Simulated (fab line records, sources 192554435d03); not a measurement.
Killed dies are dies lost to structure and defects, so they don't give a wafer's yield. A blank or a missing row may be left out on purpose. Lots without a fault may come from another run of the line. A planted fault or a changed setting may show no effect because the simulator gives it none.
A struck lot beside a sound one | flow n5_finfet | 39 steps out of a route of 1938
Sound: wafers L840.1, L840.5, L840.6. Struck: wafers L842.4, L842.6. The cause comes at the end.
At each step with rows: each side's tool, then ch and its chambers, then its first start. Under that, the readings that differ: sound wafers | struck wafers | difference of the means | sigmas: that difference in standard deviations of wafers without a fault.
alike: readings whose means differ by less than 2 such deviations, and words and numbers that are the same on both sides. not compared: withheld readings, readings that some wafer has no value for, bounds like >300 that may hide the same value, and numbers for which the record gives no deviation and whose values overlap.
The two part at a step that has a row with sigmas, a row that says differs or no value, or rows on one side only. Numbers that don't overlap but have no deviation are shown without sigmas and don't part them. A reading that every wafer of one side lacks parts them only if that side has two wafers or more.

first, 9 steps without rows for these wafers: N5_MOL_CONTACT_COAG_EXPOSE_05 (exposes mask CA, defocus 0 nm); N5_MOL_CONTACT_COAG_PEB_06 (peb time 60 s); N5_MOL_CONTACT_COAG_DEVELOP_07 (develop time 30 s); N5_MOL_CONTACT_COAG_DESCUM_13 (chemistry O2, time 7 s); N5_MOL_CONTACT_COAG_ETCH_59 (etches underlayer in N2/H2, target depth 13 nm, time 10.4 s); N5_MOL_CONTACT_COAG_ETCH_105 (etches SiARC in CF4, target depth 15.6 nm, time 26 s); N5_MOL_CONTACT_COAG_ETCH_106 (etches SOC in N2/H2, target depth 80 nm, overetch 16 nm, time 120 s); N5_MOL_CONTACT_COAG_STRIP_107 (strips in N2/H2); N5_MOL_CONTACT_COAG_STRIP_108 (strips in N2/H2).
N5_MOL_CONTACT_COAG_CONTACT_ETCH_14: etches SiO2 in C4F6/O2, target depth 27.5 nm, overetch 8.5 nm, time 20 s.
  sound on rie_diel-02 ch 2,3, day 8 15:10; struck on rie_diel-04 ch 2,3, day 9 04:11
  reading                                            | sound          | struck    | difference | sigmas
  showerhead_plenum_p_Torr (Torr)                    | 2.98 2.98 2.86 | 2.79 2.77 | -0.16      | -2
  model.SOC_of_MOL_CONTACT_COAG_COAT_103.thk_nm (nm) | 78.8 79 78.8   | 79.4 79.4 | +0.5       |
  alike: chamber_pressure_mTorr, drypump_motor_current_A, oes_product_au, rf_vpp_V, throttle_valve_pct
  not compared: rf_hours_counter_h
then, 1 step without rows for these wafers: N5_MOL_CONTACT_COAG_STRIP_109 (strips in C4F6/O2).
N5_MOL_CONTACT_COAG_ETCH_15: etches SiNx in CH3F/O2, stops on Si:P, target depth 7 nm.
  sound on rie_diel-02 ch 2,3, day 8 15:12; struck on rie_diel-04 ch 2,3, day 9 04:13
  reading                         | sound          | struck    | difference | sigmas
  oes_product_au (a.u.)           | 0.54 0.55 0.52 | 0.32 0.29 | -0.23      | -5
  showerhead_plenum_p_Torr (Torr) | 2.07 2.07 1.99 | 1.93 1.92 | -0.12      | -2
  alike: chamber_pressure_mTorr, drypump_motor_current_A, rf_vpp_V, throttle_valve_pct
  not compared: rf_hours_counter_h
N5_MOL_CONTACT_COAG_ETCH_110: etches Si in CF4/O2, target depth 2.5 nm, time 8 s.
  sound on rie_diel-02 ch 2,3, day 8 15:16; struck on rie_diel-04 ch 2,3, day 9 04:17
  reading                                            | sound          | struck    | difference | sigmas
  showerhead_plenum_p_Torr (Torr)                    | 2.29 2.29 2.22 | 2.16 2.14 | -0.12      | -2
  model.SOC_of_MOL_CONTACT_COAG_COAT_103.thk_nm (nm) | 74 74 73.8     | 74.4 74.4 | +0.5       |
  alike: chamber_pressure_mTorr, drypump_motor_current_A, oes_product_au, rf_vpp_V, throttle_valve_pct
  not compared: rf_hours_counter_h
then, 1 step without rows for these wafers: N5_MOL_CONTACT_COAG_STRIP_98 (strips in N2/H2).
N5_MOL_CONTACT_COAG_CD_MEAS_99: target cd 17.2 nm.
  sound on cd_sem-02, day 8 15:23; struck on cd_sem-03, day 9 04:24
  reading    | sound          | struck | difference                    | sigmas
  cd_nm (nm) | 17.3 16.8 17.4 | - -    | no value on the struck wafers |
then, 21 steps without rows for these wafers: N5_MOL_CONTACT_COAG_IMPLANT_129; N5_MOL_CONTACT_COAG_PRECLEAN_111 (cleans in NF3:NH3, afs cycles 1, time 20 s, sublimation time 60 s); N5_MOL_CONTACT_COAG_TI_SIL_19 (material Ti, target thk 4.2 nm, time 15 s); N5_MOL_CONTACT_COAG_ALD_20 (deposits TiN, target thk 1.5 nm, pulse time 1 s, purge time 3 s); N5_MOL_CONTACT_COAG_SIL_ANNEAL_21 (time 60 s); N5_MOL_CONTACT_COAG_PRE_CLEAN_141 (time 60 s); N5_MOL_CONTACT_COAG_SPUTTER_143 (material Co, target thk 2.5 nm); N5_MOL_CONTACT_COAG_CO_FILL_22 (material Co, precursor CCTBA/H2, target thk 20 nm); N5_MOL_CONTACT_COAG_ANNEAL_113 (time 300 s); N5_MOL_CONTACT_COAG_PRE_CLEAN_142 (time 60 s); N5_MOL_CONTACT_COAG_SPUTTER_130 (material Co, target thk 47.5 nm); N5_MOL_CONTACT_COAG_PRECLEAN_125 (cleans in DIW, time 57.5 s); N5_MOL_CONTACT_COAG_SRD_126 (dry time 32 s); N5_MOL_CONTACT_COAG_CMP_23 (polishes, stops on SiO2, t overpolish 1.5 s, target thk 0 nm); N5_MOL_CONTACT_COAG_WET_ETCH_26 (target Co, target depth 13 nm); N5_MOL_CONTACT_COAG_WET_ETCH_116 (etches the open film in SC1-inhibited, target depth 4.6 nm, rinse time 30 s); N5_MOL_CONTACT_COAG_ALD_27 (deposits SiOC, target thk 17 nm, pulse time 1.5 s, time 2720 s); N5_MOL_CONTACT_COAG_CMP_28 (polishes, stops on SiNx, t overpolish 0.85 s, target thk 14.522 nm); N5_MOL_CONTACT_COAG_ALD_123 (deposits SiNx, target thk 5 nm, pulse time 1 s, purge time 2 s); N5_MOL_CONTACT_COAG_PECVD_31 (deposits SiO2 from TEOS/O2, target thk 46 nm, time 8.9 s); N5_MOL_CONTACT_COAG_COAT_75 (time 60 s, resist thk 60 nm).
N5_MOL_CONTACT_COAG_CD_MEAS_40: target cd 25.1 nm.
  sound on cd_sem-03 ch 0, day 9 03:44; struck on cd_sem-02 ch 0, day 9 14:39
  reading    | sound             | struck | difference                    | sigmas
  cd_nm (nm) | 25.00 25.17 25.19 | - -    | no value on the struck wafers |
N5_BEOL_M4_RC_MEAS_101:
  the record has rows for the sound wafers here (prober-01 ch 0, day 12 04:27) and none for the struck ones
-- the record jumps here: 7 days lie between the struck wafers' starts before and after (it left off in module BEOL_M4 and takes up again in module PASSIVATION, whose first step shown is number 1936 of the route) --
N5_PASSIVATION_PROBE_49:
  the record has rows for the struck wafers here (prober-01, day 16 23:56) and none for the sound ones

WHERE THEY PART
First at N5_MOL_CONTACT_COAG_CONTACT_ETCH_14; last, within this record, at N5_PASSIVATION_PROBE_49.

WHY: what the simulator had put in
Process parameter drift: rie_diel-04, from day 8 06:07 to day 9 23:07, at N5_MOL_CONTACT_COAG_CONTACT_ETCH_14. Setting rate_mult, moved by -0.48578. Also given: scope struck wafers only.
